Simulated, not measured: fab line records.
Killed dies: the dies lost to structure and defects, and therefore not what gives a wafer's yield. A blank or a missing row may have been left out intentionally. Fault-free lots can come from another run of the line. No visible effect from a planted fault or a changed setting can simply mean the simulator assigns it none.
Matching of chambers ; flow n5_finfet ; cvd_co-02 running N5_BEOL_M2_CO_CAP_55: 3 sister chambers
The step material Co, precursor CCTBA/H2, target thk 2 nm, time 102.1 s. 18 wafers are shown with their chamber, then 9 later ones without.

## WAFERS, EACH WITH ITS CHAMBER
wafer;chamber;heater_power_w (W)
L582.4;2;214
L582.5;0;266
L582.6;1;248
L583.2;0;266
L583.4;0;274
L583.6;2;210
L585.1;0;273
L585.2;1;250
L585.5;2;207
L587.3;2;205
L587.4;1;254
L587.5;2;218
L590.1;2;210
L590.3;1;250
L590.5;1;256
L597.2;0;270
L597.3;2;211
L597.5;0;272

SIGNATURES (means of the wafers above)
reading;chamber 0;chamber 1;chamber 2;scatter within a chamber
heater_power_w;270.17;251.60;210.71;3.79
Rule: a wafer's distance from a chamber is the root of the sum, over the readings, of the square of ((its reading less the chamber's mean) divided by the reading's scatter). The wafer belongs to the nearest chamber; if the next one is less than 2 further off, it can't be placed. How the scatter is found: for the shown wafers, subtract from each reading the mean of its chamber, square and add these, divide the total by (wafers less chambers), then take the root.

## WAFERS MISSING THEIR CHAMBER
wafer;heater_power_w (W)
L600.1;251
L600.2;265
L600.3;213
L603.2;276
L603.3;218
L603.4;276
L604.1;212
L604.2;266
L604.4;217

## WHICH CHAMBER EACH WENT THROUGH
wafer;from the rows above;in truth
L600.1;1;1
L600.2;0;0
L600.3;2;2
L603.2;0;0
L603.3;2;2
L603.4;0;0
L604.1;2;2
L604.2;0;0
L604.4;2;2
9 of 9 placed correctly. Number that these rows cannot place: 0. Number placed wrongly: 0.
